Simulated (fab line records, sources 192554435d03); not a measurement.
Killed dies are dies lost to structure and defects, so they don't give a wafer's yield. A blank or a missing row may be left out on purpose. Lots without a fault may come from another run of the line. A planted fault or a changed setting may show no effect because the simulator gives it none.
Split-lot experiment | flow n5_finfet | 7 lots, 21 wafers read, on a route of 1938 steps

THE SPLIT
At N5_GATE_CUT_ETCH_58 (etches SiNx in CH3F/O2, target depth 17 nm, time 128.6 s), the setting bias_w was moved away from the recipe's 21 W on 7 of the 21 wafers read, by -8.3% to +16.9%. The other wafers ran this setting at the recipe's value.

The reading is taken at the split's own step.

THE READING
rf_vpp_V, in V, at N5_GATE_CUT_ETCH_58 (etches SiNx in CH3F/O2, target depth 17 nm, time 128.6 s). Fault-free wafers of this fab line usually give 99.1 V, standard deviation 0.99 V.

wafer  | tool, chamber at the split | bias_w as run, W | against the recipe | rf_vpp_V, V | against lot-mates on the recipe
L076.3 | rie_diel-03, 1             | 21               | recipe             | 99.4        | -
L076.4 | rie_diel-03, 3             | 21               | recipe             | 98.1        | -
L076.6 | rie_diel-03, 3             | 24.1             | +14.8%             | 109.2       | +10.5
L079.1 | rie_diel-04, 0             | 21               | recipe             | 99.3        | -
L079.4 | rie_diel-04, 2             | 21               | recipe             | 98.3        | -
L079.6 | rie_diel-04, 2             | 21               | recipe             | 99.7        | -
L086.1 | rie_diel-03, 3             | 23.31            | +11.0%             | 106.5       | +7.2
L086.2 | rie_diel-03, 0             | 21               | recipe             | 98.9        | -
L086.3 | rie_diel-03, 1             | 21               | recipe             | 99.6        | -
L091.1 | rie_diel-03, 1             | 21               | recipe             | 99.1        | -
L091.2 | rie_diel-03, 3             | 22.7             | +8.1%              | 102.0       | +2.9
L091.4 | rie_diel-03, 3             | 22.7             | +8.1%              | 101.1       | +2.0
L092.2 | rie_diel-03, 3             | 21               | recipe             | 97.1        | -
L092.4 | rie_diel-03, 3             | 24.55            | +16.9%             | 109.4       | +12.3
L092.6 | rie_diel-03, 1             | 24.55            | +16.9%             | 109.1       | +12.0
L094.1 | rie_diel-04, 1             | 19.25            | -8.3%              | 94.7        | -4.5
L094.2 | rie_diel-04, 3             | 21               | recipe             | 97.9        | -
L094.6 | rie_diel-04, 1             | 21               | recipe             | 100.5       | -
L096.1 | rie_diel-04, 3             | 21               | recipe             | 100.4       | -
L096.2 | rie_diel-04, 2             | 21               | recipe             | 99.5        | -
L096.6 | rie_diel-04, 0             | 21               | recipe             | 98.1        | -

THE FIT
A straight line over all 21 wafers: rf_vpp_V changes by +0.595 V for each +1% of bias_w; r = +0.96; the points scatter about the line by 1.2 V.
The same after taking each lot's own level away (the mean of its wafers on the recipe; 21 wafers): +0.655 V for each +1%; r = +0.96; scatter 1.2 V.
On that fit, the largest move of bias_w shifts the reading by 11 V.
The lots' own levels span 97.10 to 99.33 V, that is 2.3 times the standard deviation above.
So the lot-to-lot level changes the slope little: the two slopes agree.
Check: with one of the wafers moved furthest among these (+16.9%) left out of the fit, the line predicts +10.5 V for it against its lot-mates. It came out at +12.3 V against them.
Tool readings at the split's step, against how far the setting was moved: rf_vpp_V r = +0.96.

OTHER SPLITS ON THESE WAFERS
These wafers also went through other splits before the reading. Each is held against what the fit with the lots' levels taken away leaves over:
other split on the same wafers        | wafers away from the commonest value | r with rf_vpp_V (lot level and that fit taken away)
N5_SD_EPI_P_PEB_07 peb_time_s         | 7                                    | -0.03
N5_HKMG_FIN_EXPOSE_46 dose_mj         | 3                                    | -0.31
N5_HKMG_FIN_DEVELOP_48 develop_time_s | 8                                    | +0.24
N5_HKMG_FIN_ETCH_54 source_w          | 6                                    | +0.22

THE FILE'S OWN FIT
rf_vpp_V changes by +0.655 V for each +1% of bias_w, r = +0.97.
